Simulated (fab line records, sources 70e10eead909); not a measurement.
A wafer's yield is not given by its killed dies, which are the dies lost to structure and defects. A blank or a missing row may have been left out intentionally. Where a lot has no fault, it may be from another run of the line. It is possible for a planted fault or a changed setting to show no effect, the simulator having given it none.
Which tool was responsible?	flow nand_harc	72 wafers from 24 lots sampled at 6 of the route's 1159 steps

== WHAT THE GAUGES READ, wafer by wafer ==
NHARC_P_M0_OVL_MEAS_10: pitch 180 nm. Usual: overlay_x_nm 0.2 nm, standard deviation 0.83; overlay_y_nm 0.2 nm, standard deviation 0.99.
lot	measured	on	overlay_x_nm (nm)	overlay_y_nm (nm)	flag
L074	day 5 14:37	overlay-01	0.1 0.4 0.7	-0.6 0.2 -0.4	
L077	day 6 14:52	overlay-01	0.7 1.0 1.1	1.2 0.5 0.6	
L076	day 6 15:25	overlay-02	-0.2 0.5 0.7	2.6 2.7 2.7	
L078	day 6 18:34	overlay-02	0.1 0.0 -0.5	0.3 0.7 0.9	
L075	day 6 18:49	overlay-01	1.7 1.6 1.1	-1.1 -0.8 -0.5	
L079	day 7 09:36	overlay-02	-0.7 -0.4 0.0	0.2 0.6 0.8	
L080	day 7 12:19	overlay-01	1.4 0.8 1.0	0.0 -0.3 0.0	
L081	day 7 13:29	overlay-01	1.0 0.2 0.7	-1.3 -1.0 -0.7	
L082	day 7 17:50	overlay-02	0.8 1.0 0.4	-0.5 -0.4 -0.8	
L083	day 8 07:07	overlay-01	0.2 -0.1 -0.2	0.0 -0.1 0.5	
L087	day 8 23:58	overlay-01	-1.2 -1.6 -0.8	0.2 0.6 0.9	
L086	day 9 00:07	overlay-02	0.7 1.1 1.0	0.7 -0.1 0.0	
L084	day 9 00:24	overlay-02	1.9 1.5 1.4	0.7 0.3 0.8	
L085	day 9 10:10	overlay-01	-0.5 0.7 -0.2	-0.4 0.0 -0.6	
L088	day 9 14:22	overlay-02	-0.2 -0.3 0.1	-0.7 -0.4 -0.9	
L089	day 9 15:08	overlay-01	-0.4 -0.2 -0.1	0.6 0.6 0.3	
L090	day 9 19:37	overlay-01	0.2 0.0 -0.1	0.4 -0.1 0.5	
L091	day 9 23:09	overlay-01	0.8 0.6 0.7	0.8 1.4 1.7	
L093	day 10 08:41	overlay-02	-0.7 -0.3 -0.1	-1.1 -1.7 -0.7	
L092	day 10 09:15	overlay-01	0.3 0.6 0.7	1.3 1.3 1.4	
L094	day 10 14:40	overlay-02	-1.2 -0.4 -0.9	1.1 1.1 0.6	
L096	day 11 02:08	overlay-02	0.6 1.0 0.9	-0.5 -0.5 -0.8	
L095	day 11 02:40	overlay-02	0.0 0.0 0.2	-0.9 -1.2 -1.6	
L097	day 12 01:41	overlay-02	-1.7 -1.6 -1.7	1.7 1.5 1.3	

NHARC_P_M0_THK_MEAS_24: measures by xrf. Usual: thk_nm at 117.6 nm, with a standard deviation of 1.5.
lot	measured	on	thk_nm (nm)	flag
L074	day 5 17:04	film_metro-01	117.0 118.4 117.2	
L077	day 6 17:17	film_metro-02	120.7 119.7 119.4	
L076	day 6 17:56	film_metro-02	115.3 120.4 117.3	
L078	day 6 20:58	film_metro-01	117.5 119.7 117.2	
L075	day 6 21:14	film_metro-02	116.5 119.4 118.1	
L079	day 7 12:01	film_metro-02	119.6 118.0 116.7	
L080	day 7 14:46	film_metro-01	120.8 115.8 116.7	
L081	day 7 15:55	film_metro-02	117.5 117.3 118.2	
L082	day 7 20:17	film_metro-01	119.6 116.8 118.0	
L083	day 8 09:37	film_metro-01	118.1 118.1 115.3	
L087	day 9 02:23	film_metro-02	115.1 117.8 115.4	
L086	day 9 02:41	film_metro-02	118.2 117.4 116.0	
L084	day 9 02:56	film_metro-01	120.0 117.7 114.9	
L085	day 9 12:35	film_metro-02	116.6 118.6 114.0	
L088	day 9 17:52	film_metro-01	115.6 115.7 116.0	
L089	day 9 18:27	film_metro-02	118.1 116.2 117.5	
L090	day 9 22:05	film_metro-01	119.3 118.3 117.8	
L091	day 10 01:36	film_metro-02	117.7 117.6 119.1	
L093	day 10 11:09	film_metro-02	118.7 115.5 117.8	
L092	day 10 11:48	film_metro-01	118.7 114.4 120.0	
L094	day 10 17:20	film_metro-01	117.5 115.3 117.7	
L096	day 11 04:34	film_metro-01	116.5 117.4 116.5	
L095	day 11 05:07	film_metro-01	118.9 118.8 116.8	
L097	day 12 04:10	film_metro-02	120.3 117.7 117.4	

== WHAT TOOL EACH LOT RAN ON (gives the tool, then ch and the chambers of the sampled wafers, and finally the start) ==
lot	NHARC_P_GATE_DEP_103	NHARC_P_GATE_DESCUM_48	NHARC_P_GATE_RTA_64	NHARC_P_M0_PVD_20
L074	pecvd-01 ch 0,1, day 4 13:21	rie_diel-12 ch 2,3, day 5 02:01	rtp_anneal-01 ch 0, day 5 07:23	pvd_sputter-02, day 5 17:04 or earlier
L077	pecvd-03 ch 0,1,2, day 5 07:06	rie_diel-12 ch 1,2,3, day 5 19:55	rtp_anneal-02 ch 0, day 6 01:09	pvd_sputter-01, day 6 17:17 or earlier
L076	pecvd-02 ch 0,2, day 5 07:26	rie_diel-13 ch 1,3, day 5 20:24	rtp_anneal-02 ch 0, day 6 01:40	pvd_sputter-01, day 6 17:56 or earlier
L078	pecvd-01 ch 1,2, day 5 17:32	rie_diel-12 ch 1,2,3, day 6 06:21	rtp_anneal-01 ch 0, day 6 11:13	pvd_sputter-02, day 6 20:58 or earlier
L075	pecvd-02 ch 1,2, day 5 17:37	rie_diel-09 ch 0,1, day 6 06:33	rtp_anneal-02 ch 0, day 6 11:42	pvd_sputter-01, day 6 21:14 or earlier
L079	pecvd-01 ch 0,1,2, day 6 02:19	rie_diel-12 ch 0,1,2, day 6 15:00	rtp_anneal-02 ch 0, day 6 20:10	pvd_sputter-01, day 7 12:01 or earlier
L080	pecvd-02 ch 0,1,2, day 6 11:08	rie_diel-13 ch 1,2, day 7 00:08	rtp_anneal-01 ch 0, day 7 05:14	pvd_sputter-01, day 7 14:46 or earlier
L081	pecvd-02 ch 0,1,2, day 6 11:47	rie_diel-13 ch 0,1, day 7 00:39	rtp_anneal-01 ch 0, day 7 06:06	pvd_sputter-03, day 7 15:55 or earlier
L082	pecvd-03 ch 1,2, day 6 16:57	rie_diel-12 ch 1,2,3, day 7 05:38	rtp_anneal-01 ch 0, day 7 10:39	pvd_sputter-03, day 7 20:17 or earlier
L083	pecvd-03 ch 0,1,2, day 7 03:17	rie_diel-12 ch 0,2, day 7 16:03	rtp_anneal-02 ch 0, day 7 21:02	pvd_sputter-03, day 8 09:37 or earlier
L087	pecvd-03 ch 0,1,2, day 7 20:31	rie_diel-12 ch 0,1, day 8 09:26	rtp_anneal-02 ch 0, day 8 14:54	pvd_sputter-03, day 9 02:23 or earlier
L086	pecvd-03 ch 0,1,2, day 7 21:05	rie_diel-12 ch 1,3, day 8 09:58	rtp_anneal-02 ch 0, day 8 15:40	pvd_sputter-02, day 9 02:41 or earlier
L084	pecvd-03 ch 0,1,2, day 7 21:16	rie_diel-12 ch 0,2,3, day 8 10:22	rtp_anneal-02 ch 0, day 8 15:56	pvd_sputter-01, day 9 02:56 or earlier
L085	pecvd-01 ch 0,2, day 7 21:46	rie_diel-12 ch 0,1,3, day 8 15:53	rtp_anneal-02 ch 0, day 8 21:22	pvd_sputter-03, day 9 12:35 or earlier
L088	pecvd-03 ch 0,2, day 8 05:37	rie_diel-13 ch 0,2,3, day 8 18:15	rtp_anneal-02 ch 0, day 9 00:02	pvd_sputter-02, day 9 17:52 or earlier
L089	pecvd-03 ch 0,1, day 8 05:56	rie_diel-13 ch 2,3, day 8 19:18	rtp_anneal-01 ch 0, day 9 01:30	pvd_sputter-01, day 9 18:27 or earlier
L090	pecvd-02 ch 0,1,2, day 8 17:47	rie_diel-12 ch 0,1,3, day 9 06:38	rtp_anneal-01 ch 0, day 9 11:34	pvd_sputter-03, day 9 22:05 or earlier
L091	pecvd-02 ch 1,2, day 8 22:14	rie_diel-09 ch 2,3, day 9 10:58	rtp_anneal-02 ch 0, day 9 16:10	pvd_sputter-01, day 10 01:36 or earlier
L093	pecvd-03 ch 1,2, day 9 07:28	rie_diel-13 ch 0,1,2, day 9 20:10	rtp_anneal-02 ch 0, day 10 01:11	pvd_sputter-02, day 10 11:09 or earlier
L092	pecvd-03 ch 0,1,2, day 9 08:08	rie_diel-12 ch 1,2,3, day 9 20:48	rtp_anneal-01 ch 0, day 10 02:06	pvd_sputter-01, day 10 11:48 or earlier
L094	pecvd-03 ch 0,1,2, day 9 12:59	rie_diel-09 ch 0,2,3, day 10 02:25	rtp_anneal-02 ch 0, day 10 07:31	pvd_sputter-02, day 10 17:20 or earlier
L096	pecvd-03 ch 0,1,2, day 9 21:06	rie_diel-12 ch 0,1,2, day 10 10:07	rtp_anneal-02 ch 0, day 10 15:08	pvd_sputter-03, day 11 04:34 or earlier
L095	pecvd-03 ch 0,1, day 9 21:48	rie_diel-13 ch 1,2,3, day 10 10:40	rtp_anneal-01 ch 0, day 10 15:50	pvd_sputter-03, day 11 05:07 or earlier
L097	pecvd-02 ch 0,1,2, day 10 15:55	rie_diel-12 ch 0,1,2, day 11 04:35	rtp_anneal-02 ch 0, day 11 09:43	pvd_sputter-03, day 12 04:10 or earlier
- NHARC_P_GATE_DEP_103: deposits SiON, target thk 30 nm.
- NHARC_P_GATE_DESCUM_48: chemistry O2, time 3 s.
- NHARC_P_GATE_RTA_64: time 1 s.
- NHARC_P_M0_PVD_20: deposits TaN, target thk 5 nm, time 8.06 s.

== WHAT THE TOOLS THEMSELVES READ (means of the sampled wafers that have a number; where no wafer has one, the mark that the record gives instead) ==
NHARC_P_GATE_DEP_103. Usual: heater_power_outer_w 446 W, standard deviation 63; heater_power_w 735 W, standard deviation 96.
lot	tool	heater_power_outer_w (W)	heater_power_w (W)	flag
L074	pecvd-01	484	824	
L077	pecvd-03	400	649	
L076	pecvd-02	550	886	
L078	pecvd-01	416	689	
L075	pecvd-02	541	898	
L079	pecvd-01	443	735	
L080	pecvd-02	517	850	
L081	pecvd-02	519	849	
L082	pecvd-03	452	755	
L083	pecvd-03	440	716	
L087	pecvd-03	427	688	
L086	pecvd-03	433	716	
L084	pecvd-03	420	689	
L085	pecvd-01	411	687	
L088	pecvd-03	380	594	
L089	pecvd-03	439	673	
L090	pecvd-02	446	749	
L091	pecvd-02	548	889	
L093	pecvd-03	410	715	
L092	pecvd-03	433	693	
L094	pecvd-03	437	721	
L096	pecvd-03	428	696	
L095	pecvd-03	436	675	
L097	pecvd-02	457	757	

NHARC_P_GATE_DESCUM_48. Usual: chamber_pressure_mTorr 59.99 mTorr, standard deviation 0.055; drypump_motor_current_A 5.8 A, standard deviation 0.46; oes_product_au 0.999 a.u., standard deviation 0.01; rf_vpp_V 58.0 V, standard deviation 0.97; showerhead_plenum_p_Torr 1.97 Torr, standard deviation 0.073; throttle_valve_pct 11.311 %, standard deviation 0.01.
lot	tool	chamber_pressure_mTorr (mTorr)	drypump_motor_current_A (A)	oes_product_au (a.u.)	rf_vpp_V (V)	showerhead_plenum_p_Torr (Torr)	throttle_valve_pct (%)	flag
L074	rie_diel-12	60.05	5.9	1.004	59.3	2.05	11.308	
L077	rie_diel-12	59.95	5.9	0.995	57.9	2.02	11.311	
L076	rie_diel-13	59.98	5.5	1.012	58.2	1.97	11.312	
L078	rie_diel-12	60.00	5.9	1.004	58.0	2.02	11.307	
L075	rie_diel-09	59.99	6.1	0.992	58.0	1.85	11.304	
L079	rie_diel-12	60.00	5.9	1.000	57.8	1.98	11.312	
L080	rie_diel-13	59.97	5.9	0.992	58.4	1.99	11.298	
L081	rie_diel-13	59.98	5.8	1.000	58.3	2.00	11.311	
L082	rie_diel-12	60.03	5.9	0.996	58.7	2.02	11.304	
L083	rie_diel-12	60.04	5.6	1.008	58.4	1.95	11.312	
L087	rie_diel-12	59.97	5.9	0.988	59.2	1.96	11.317	
L086	rie_diel-12	60.01	5.5	1.003	58.0	2.01	11.306	
L084	rie_diel-12	60.03	5.6	1.004	58.0	1.99	11.312	
L085	rie_diel-12	60.00	5.6	0.991	57.9	1.97	11.307	
L088	rie_diel-13	60.00	5.9	0.996	57.1	1.91	11.311	
L089	rie_diel-13	59.96	5.7	1.009	57.6	1.89	11.317	
L090	rie_diel-12	59.96	5.6	1.003	58.7	1.97	11.320	
L091	rie_diel-09	59.96	5.3	0.994	58.6	1.99	11.310	
L093	rie_diel-13	60.01	6.0	0.995	58.3	1.95	11.297	
L092	rie_diel-12	60.02	5.9	0.993	58.5	2.02	11.309	
L094	rie_diel-09	59.98	5.5	0.995	57.6	1.92	11.303	
L096	rie_diel-12	59.95	6.0	1.001	58.0	1.98	11.309	
L095	rie_diel-13	59.99	5.8	0.998	59.8	1.93	11.310	
L097	rie_diel-12	59.99	6.0	1.008	57.8	1.98	11.309	

NHARC_P_GATE_RTA_64. Usual: lamp_power_pct 37.6 %, standard deviation 2; lamp_zone_3_pct 37.6 %, standard deviation 2; lamp_zone_7_pct 38.1 %, standard deviation 2; wafer_temp_C_max 1053.4, standard deviation 1.
lot	tool	lamp_power_pct (%)	lamp_zone_3_pct (%)	lamp_zone_7_pct (%)	wafer_temp_C_max	flag
L074	rtp_anneal-01	40.1	40.1	40.6	1054.3	
L077	rtp_anneal-02	36.1	36.0	36.5	1052.2	
L076	rtp_anneal-02	36.1	36.1	36.5	1052.9	
L078	rtp_anneal-01	40.1	40.1	40.6	1054.2	
L075	rtp_anneal-02	36.0	36.1	36.5	1052.9	
L079	rtp_anneal-02	36.1	36.1	36.5	1053.6	
L080	rtp_anneal-01	40.1	40.2	40.6	1054.6	
L081	rtp_anneal-01	40.2	40.1	40.6	1053.7	
L082	rtp_anneal-01	40.1	40.1	40.6	1054.3	
L083	rtp_anneal-02	36.1	36.1	36.5	1052.9	
L087	rtp_anneal-02	36.1	36.1	36.5	1052.8	
L086	rtp_anneal-02	36.1	36.1	36.5	1052.4	
L084	rtp_anneal-02	36.1	36.1	36.5	1053.0	
L085	rtp_anneal-02	36.1	36.1	36.6	1052.7	
L088	rtp_anneal-02	36.1	36.1	36.5	1052.5	
L089	rtp_anneal-01	40.1	40.0	40.5	1054.1	
L090	rtp_anneal-01	40.1	40.2	40.6	1054.6	
L091	rtp_anneal-02	36.1	36.1	36.5	1053.5	
L093	rtp_anneal-02	36.0	36.1	36.6	1052.3	
L092	rtp_anneal-01	40.1	40.1	40.7	1053.9	
L094	rtp_anneal-02	36.1	36.0	36.5	1052.9	
L096	rtp_anneal-02	36.0	36.0	36.5	1052.8	
L095	rtp_anneal-01	40.2	40.2	40.7	1054.2	
L097	rtp_anneal-02	36.1	36.1	36.5	1053.6	

NHARC_P_M0_PVD_20. Usual: bias_v 168.6 V, standard deviation 1.5; throttle_valve_pct 29.8 %, standard deviation 1.2.
lot	tool	bias_v (V)	throttle_valve_pct (%)	flag
L074	pvd_sputter-02	169.1	29.7	
L077	pvd_sputter-01	167.9	29.0	
L076	pvd_sputter-01	170.6	29.1	
L078	pvd_sputter-02	168.4	29.6	
L075	pvd_sputter-01	167.2	28.2	
L079	pvd_sputter-01	169.5	29.8	
L080	pvd_sputter-01	169.1	29.1	
L081	pvd_sputter-03	169.1	30.6	
L082	pvd_sputter-03	168.3	30.7	
L083	pvd_sputter-03	167.4	29.9	
L087	pvd_sputter-03	167.9	30.1	
L086	pvd_sputter-02	167.8	29.2	
L084	pvd_sputter-01	170.0	29.0	
L085	pvd_sputter-03	168.9	29.3	
L088	pvd_sputter-02	167.5	29.3	
L089	pvd_sputter-01	169.4	29.5	
L090	pvd_sputter-03	169.1	29.9	
L091	pvd_sputter-01	169.3	29.1	
L093	pvd_sputter-02	167.8	30.3	
L092	pvd_sputter-01	169.5	29.2	
L094	pvd_sputter-02	168.1	29.8	
L096	pvd_sputter-03	168.3	30.6	
L095	pvd_sputter-03	167.9	29.9	
L097	pvd_sputter-03	169.8	30.7	

== THE ANSWER, worked out from the rows above alone ==
Rule: lot off if the mean of its wafers having a number is beyond 3 standard deviations from the usual mean. Also off: a lot with no number at a reading for which 4 or more lots have one. The other lots that the step has rows for count as sound. The gauges are gone through in route order, then the tools' own readings, and for those a lot's mean is taken as printed above. The first step at which some lot is off is used, and at that step the reading that is off furthest; a lot without a number counts as furthest.
Across all readings shown, no lot is off: no conclusion can be drawn from this.

== WHAT THE SIMULATOR HAD PUT IN ==
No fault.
